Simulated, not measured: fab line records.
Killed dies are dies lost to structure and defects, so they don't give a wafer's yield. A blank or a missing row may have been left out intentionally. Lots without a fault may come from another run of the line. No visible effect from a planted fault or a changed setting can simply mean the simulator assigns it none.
fab line records | flow nand-harc
[record] lots = 13 wafers = 39 last-day = 33
route steps=1302 shown A_SGD_CUT@907 A_SLIT@928 END@1302
lots untouched by any fault: they come from a run of this same line in which no faults occurred
start-h: start of the lot's first displayed wafer, in hours after the record's first day | wait-h: hours from the lot's prior step to this one | " as in the row above | L1.1+2: several wafers, shown together as one row | - no value, or no start was given | * or withheld: withheld | < > ~ a bound
route shown NAME@n: names a module that has steps shown in the file, with the first one's number in the route | usual: mean/standard deviation of fault-free wafers | same: alike in all rows | chamber/n: place in a boat | sites: each site's reading | _std_site: the standard deviation of these | _edge_site: the outer-site mean with the inner-site mean subtracted | radius-mm: how far each site lies from the wafer's centre | mask NAME#n: copy n | behind: tool/chamber where the wafer was last shaped | hold: cause of the lot's hold/its duration in hours/its outcome | device: the n, p or np transistor that did not switch | end of line: tests of these same wafers at the route's end | a step without rows: its recipe alone | killed: count of dies lost to structure and defects at first sort (not the wafer's yield) | map: dies across one wafer; x = killed, . = not, _ = none there
set.NAME: the setting that was run; set.NAME@STEP: the one run at that earlier step | model.NAME: the simulator's own value behind a step, which no gauge read
route steps across a sampled set of lots; one table per step, one row per wafer
services: when a tool's chamber went out of use (start-h, in hours from the record's first day, below 0 if earlier), for how many hours, and the reason
[[steps]]
[step NHARC_A_SGD_CUT_ETCH_15]
[recipe] target-depth-a = 750 time-s = 64.3 ch3f-flow-sccm = 50 o2-flow-sccm = 30 ar-flow-sccm = 200 rf-w = 500 bias-w = 100 chemistry = CH3F/O2
[usual] drypump-motor-current-A = 5.7/0.51 oes-product-au = 0.954/0.021 rf-fwd-power-W = 494.3/2 rf-vpp-V = 263.9/1.4 showerhead-plenum-p-Torr = 2.47/0.084 throttle-valve-pct = 20.661/0.0086
[same] time-s = 64.3
// columns lot.wafer tool chamber start-h wait-h drypump-motor-current-A oes-product-au rf-fwd-power-W rf-hours-counter-h rf-vpp-V showerhead-plenum-p-Torr throttle-valve-pct
L855.2 rie-diel-09 3 - - 5.0 0.969 496.5 5 263.4 2.42 20.651
L855.1 " 0 " " 5.7 0.956 493.5 6 263.4 2.44 20.645
L855.4 " 1 " " 6.3 0.954 492.0 6 266.0 2.61 20.648
L857.4 rie-diel-12 1 - - 6.2 1.002 497.4 0 261.9 2.43 20.665
L857.5 " 1 " " 6.2 0.992 496.6 - 262.9 2.43 20.674
L857.6 " 2 " " 6.2 0.956 495.4 - 263.2 2.37 20.679
L858.1 rie-diel-10 3 - - 5.9 0.958 494.6 4 262.7 2.38 20.660
L858.2 " 0 " " 6.0 0.974 491.5 5 262.6 2.40 20.669
L858.3 " 1 " " 5.1 0.969 492.5 4 265.0 2.40 20.670
L859.2 rie-diel-09 0 - - 5.7 0.952 493.3 7 263.0 2.43 20.654
L859.4 " 1 " " 6.3 0.945 494.3 8 266.6 2.61 20.655
L859.1 " 3 " " 4.9 0.974 497.9 7 262.4 2.42 20.665
L860.2 rie-diel-10 1 - - 5.1 0.959 491.9 6 262.5 2.39 20.671
L860.6 " 3 " " 5.9 0.978 498.8 - 261.1 2.38 20.652
L860.5 " 0 " " 6.0 0.960 493.9 - 264.0 2.40 20.662
L862.3 rie-diel-12 3 - - 6.5 0.935 495.5 4 265.8 2.48 20.658
L862.1 " 0 " " 5.1 0.927 495.9 2 263.7 2.54 20.675
L862.5 " 2 " " 6.2 0.917 493.2 - 263.4 2.37 20.674
L863.1 rie-diel-12 2 - - 6.2 0.953 493.1 5 263.5 2.36 20.666
L863.4 " 3 " " 6.5 0.951 493.2 5 264.3 2.48 20.662
L863.5 " 2 " " 6.2 0.944 491.8 - 262.4 2.36 20.669
L865.2 rie-diel-09 3 - - 4.9 0.952 494.9 2 263.7 2.41 20.654
L865.5 " 2 " " 5.3 0.934 491.6 - 264.4 2.56 20.667
L865.6 " 3 " " 4.9 0.952 499.3 - 263.1 2.42 20.686
L864.4 rie-diel-10 0 - - 6.0 0.952 494.2 11 262.4 2.40 20.669
L864.2 " 1 " " 5.1 0.974 491.2 10 263.8 2.39 20.655
L864.3 " 2 " " 5.3 0.974 493.3 10 265.4 2.59 20.664
L866.1 rie-diel-10 3 - - 6.0 0.966 493.4 12 262.5 2.37 20.658
L866.4 " 0 " " 6.0 0.963 493.4 13 261.8 2.40 20.662
L866.2 " 2 " " 5.3 0.962 496.3 12 266.4 2.59 20.664
L868.1 rie-diel-09 2 - - 5.3 0.943 495.5 3 265.8 2.56 20.656
L868.4 " 3 " " 4.9 0.945 495.4 3 263.3 2.41 20.657
L868.6 " 0 " " 5.7 0.936 492.1 - 264.9 2.43 20.676
L871.2 rie-diel-09 3 - - 4.9 0.918 493.3 5 262.8 2.41 20.654
L871.1 " 0 " " 5.7 0.912 494.2 6 262.7 2.43 20.668
L871.6 " 2 " " 5.3 0.929 493.6 - 264.3 2.56 20.645
L874.2 rie-diel-09 1 - - 6.3 0.948 496.6 7 265.7 2.60 20.654
L874.3 " 2 " " 5.3 0.971 493.5 7 265.6 2.56 20.668
L874.4 " 3 " " 4.9 0.974 498.0 7 263.0 2.41 20.661
[step NHARC_A_SGD_CUT_ETCH_16]
[recipe] target-depth-a = 3105 time-s = 155.2 c4f8-flow-sccm = withheld o2-flow-sccm = 8 ar-flow-sccm = withheld rf-w = 600 bias-w = 800 chemistry = C4F8/O2/Ar
[usual] oes-product-au = 0.966/0.016 rf-fwd-power-W = 596.9/1.9 rf-vpp-V = 724/3.4
[same] time-s = 155.2
// columns lot.wafer tool chamber start-h wait-h oes-product-au rf-fwd-power-W rf-hours-counter-h rf-vpp-V
L855.2 rie-diel-09 2 - - 0.958 594.4 6 727
L855.4 " 3 " " 0.983 598.1 5 721
L855.1 " 0 " " 0.976 595.1 6 723
L857.4 rie-diel-12 1 - - 0.991 598.2 0 721
L857.5 " 3 " " 0.966 596.9 - 724
L857.6 " 0 " " 0.984 597.3 - 726
L858.3 rie-diel-10 2 - - 0.970 597.1 4 728
L858.2 " 3 " " 0.977 597.4 4 719
L858.1 " 0 " " 0.978 594.7 5 720
L859.4 rie-diel-09 3 - - 0.975 597.5 7 720
L859.2 " 0 " " 0.973 595.4 7 722
L859.1 " 1 " " 0.955 598.6 8 729
L860.2 rie-diel-10 0 - - 0.967 595.2 8 720
L860.5 " 3 " " 0.986 597.4 - 720
L860.6 " 0 " " 0.967 593.7 - 720
L862.3 rie-diel-12 0 - - 0.945 596.2 2 726
L862.1 " 2 " " 0.935 596.3 4 720
L862.5 " 1 " " 0.960 597.8 - 723
L863.4 rie-diel-12 0 - - 0.989 600.6 3 727
L863.1 " 2 " " 0.975 595.7 5 720
L863.5 " 3 " " 0.983 599.4 - 723
L865.2 rie-diel-09 2 - - 0.954 599.1 1 727
L865.6 " 2 " " 0.944 598.0 - 728
L865.5 " 3 " " 0.963 596.9 - 722
L864.2 rie-diel-10 0 - - 0.963 598.5 11 721
L864.3 " 1 " " 0.986 596.3 10 722
L864.4 " 3 " " 0.982 595.9 11 720
L866.1 rie-diel-10 3 - - 0.968 598.0 12 720
L866.4 " 0 " " 0.975 598.6 13 720
L866.2 " 1 " " 0.956 592.1 12 720
L868.4 rie-diel-09 2 - - 0.959 595.7 3 727
L868.1 " 3 " " 0.950 599.7 3 721
L868.6 " 0 " " 0.948 601.0 - 723
L871.1 rie-diel-09 1 - - 0.931 595.6 5 730
L871.2 " 0 " " 0.945 596.2 6 723
L871.6 " 1 " " 0.942 593.4 - 728
L874.2 rie-diel-09 1 - - 0.954 597.2 7 730
L874.4 " 2 " " 0.980 597.3 7 727
L874.3 " 3 " " 0.986 597.7 7 721
[step NHARC_A_SGD_CUT_THK_MEAS_22]
[recipe] thk-meas-gauge = ellipsometry
[usual] thk-nm = 148.3/1.6
// columns lot.wafer tool chamber start-h wait-h thk-nm
L855.1 film-metro-01 - 461.82 0.2 148.0
L855.2 " - " " 149.0
L855.4 " - " " 147.5
L857.4 film-metro-02 - 461.85 0.2 148.1
L857.5 " - " " 148.0
L857.6 " - " " 147.4
L858.1 film-metro-02 - 473.18 0.2 148.5
L858.2 " - " " 153.5
L858.3 " - " " 147.4
L859.1 film-metro-02 - 490.08 0.2 149.5
L859.2 " - " " 147.1
L859.4 " - " " 148.1
L860.2 film-metro-01 - 497.97 0.2 149.3
L860.5 " - " " 148.0
L860.6 " - " " 149.7
L862.1 film-metro-01 - 534.77 0.2 149.8
L862.3 " - " " 147.2
L862.5 " - " " 149.7
L863.1 film-metro-02 - 543.19 0.2 149.0
L863.4 " - " " 149.1
L863.5 " - " " 150.0
L864.2 film-metro-01 - 543.20 0.2 148.5
L864.3 " - " " 148.0
L864.4 " - " " 146.7
L865.2 film-metro-02 - 543.20 0.2 146.2
L865.5 " - " " 146.8
L865.6 " - " " 149.8
L868.1 film-metro-01 - 564.49 0.2 148.9
L868.4 " - " " 148.5
L868.6 " - " " 150.2
L866.1 film-metro-02 - 564.50 0.2 150.2
L866.2 " - " " 148.9
L866.4 " - " " 150.3
L871.1 film-metro-02 - 610.49 0.2 145.3
L871.2 " - " " 149.3
L871.6 " - " " 147.5
L874.2 film-metro-01 - 650.05 0.2 146.3
L874.3 " - " " 149.5
L874.4 " - " " 148.5
[step NHARC_A_SLIT_SOFTBAKE_04]
[recipe] temp-c = 105 time-s = 55
[usual] heater-power-total-W = 188.43/0.13
[same] time-s = 55
// columns lot.wafer tool chamber start-h wait-h heater-power-total-W
L855.1 litho-track-06 0 466 - 188.43
L855.2 " 0 " " 188.39
L855.4 " 0 " " 188.72
L857.4 litho-track-04 0 466 - 188.41
L857.5 " 0 " " 188.60
L857.6 " 0 " " 188.49
L858.1 litho-track-01 0 478 - 188.26
L858.2 " 0 " " 188.26
L858.3 " 0 " " 188.40
L859.1 litho-track-06 0 497 - 188.29
L859.2 " 0 " " 188.49
L859.4 " 0 " " 188.28
L860.2 litho-track-06 0 503 - 188.26
L860.5 " 0 " " 188.28
L860.6 " 0 " " 188.48
L862.1 litho-track-06 0 541 - 188.70
L862.3 " 0 " " 188.35
L862.5 " 0 " " 188.34
L863.1 litho-track-01 0 548 - 188.77
L863.4 " 0 " " 188.39
L863.5 " 0 " " 188.32
L864.2 litho-track-06 0 548 - 188.41
L864.3 " 0 " " 188.29
L864.4 " 0 " " 188.51
L865.2 litho-track-01 0 549 - 188.40
L865.5 " 0 " " 188.54
L865.6 " 0 " " 188.49
L868.1 litho-track-04 0 569 - 188.44
L868.4 " 0 " " 188.40
L868.6 " 0 " " 188.36
L866.1 litho-track-04 0 570 - 188.37
L866.2 " 0 " " 188.29
L866.4 " 0 " " 188.39
L871.1 litho-track-06 0 621 - 181.65
L871.2 " 0 " " 181.88
L871.6 " 0 " " 181.51
L874.2 litho-track-06 0 655 - 181.57
L874.3 " 0 " " 181.63
L874.4 " 0 " " 181.63
[step NHARC_END_SORT_01]
[recipe] temp-c = 25
[usual] killed-at-array = 64/18 killed-at-other = 0.8/1.1 killed-at-periphery = 3.8/2.7 killed-dies = 68/18 killed-open = 3.3/1.9 killed-short = 2.3/1.8
[same] gross-dies = 677
// columns lot.wafer tool chamber start-h wait-h killed-at-array killed-at-other killed-at-periphery killed-dies killed-open killed-short
L871.1 prober-01 0 735.99 2.5 67 1 2 70 5 0
L871.2 prober-01 0 736.77 2.8 78 1 0 79 2 1
L871.6 prober-01 0 739.89 3.9 72 3 3 78 3 4
// killed by level:class
L871.1 A_SLIT:chamber-film-flake=28 A_CHANNEL_HOLE_D2:chamber-film-flake=24 A_CONTACT:chamber-film-flake=5 A_CHANNEL_HOLE_D2:geometric-particle:open=2 A_STAIRCASE:chamber-film-flake=2 A_ONON_D1:geometric-particle:open=1 A_CHANNEL_FILL_D1:geometric-particle:open=1 A_M0:geometric-particle:open=1
L871.2 A_CHANNEL_HOLE_D2:chamber-film-flake=31 A_SLIT:chamber-film-flake=28 A_CHANNEL_HOLE_D1:chamber-film-flake=7 A_CONTACT:chamber-film-flake=7 A_STAIRCASE:geometric-particle:open=1 A_WL_FILL:geometric-particle:short=1 A_CONTACT:geometric-particle:open=1 A_DECK1_JOINT:chamber-film-flake=1
L871.6 A_SLIT:chamber-film-flake=30 A_CHANNEL_HOLE_D2:chamber-film-flake=22 A_CONTACT:chamber-film-flake=7 A_CHANNEL_HOLE_D1:chamber-film-flake=5 THIN_TSV:chamber-film-flake=2 P_CONTACT:geometric-particle:short=1 P_M2:geometric-particle:open=1 A_ONON_D1:geometric-particle:short=1
[[services]]
// columns tool chamber start-h hours kind
rie-diel-12 1 437.27 2.3 repair
rie-diel-12 - 445.40 9.0 pm
rie-diel-09 0 451.93 - clean
rie-diel-09 1 451.93 - clean
rie-diel-09 2 451.93 - clean
rie-diel-09 3 451.93 - clean
rie-diel-12 0 475.22 21.4 repair
rie-diel-09 0 476.48 - clean
rie-diel-09 1 476.48 - clean
rie-diel-09 2 476.48 - clean
rie-diel-09 3 476.48 - clean
rie-diel-09 - 497.10 9.0 pm
rie-diel-12 0 500.72 12.1 repair
litho-track-01 - 505.00 7.0 pm
rie-diel-10 0 505.48 4.4 repair
litho-track-06 - 529.00 7.0 pm
rie-diel-09 3 544.75 3.4 repair
litho-track-04 - 553.00 7.0 pm
rie-diel-09 1 570.75 21.0 repair
rie-diel-10 0 581.87 2.6 repair
rie-diel-10 - 596.50 9.0 pm
rie-diel-12 - 622.40 9.0 pm
rie-diel-09 - 625.80 0.3 repair
rie-diel-10 0 651.02 7.8 repair
[[key]]
[first-sign] step = NHARC_A_SLIT_SOFTBAKE_04 reading = heater-power-total-W direction = down sigmas = 52 usual = * struck = *
effect none on later readings
met-at NHARC_A_SLIT_SOFTBAKE_04
struck-lots L871,L874
tester-left-out L871,L874
not-acting-at NHARC_A_SGD_CUT_ETCH_15,NHARC_A_SGD_CUT_ETCH_16,NHARC_A_SGD_CUT_THK_MEAS_22
onset-between 548 621
[fault] kind = process-parameter-drift tool = litho-track-06 chamber = - onset-h = 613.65 steps = NHARC_A_SLIT_SOFTBAKE_04 channel = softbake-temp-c offset = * shape = step end-h = 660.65 acts-in = * stated = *
// tester-left-out: of these lots the tester's yield and bins aren't shown, on N5 and GAA mostly nor the transistor test; their killed dies are dies lost to structure and defects alone, not to doping, threshold or leakage, so they don't give the yield
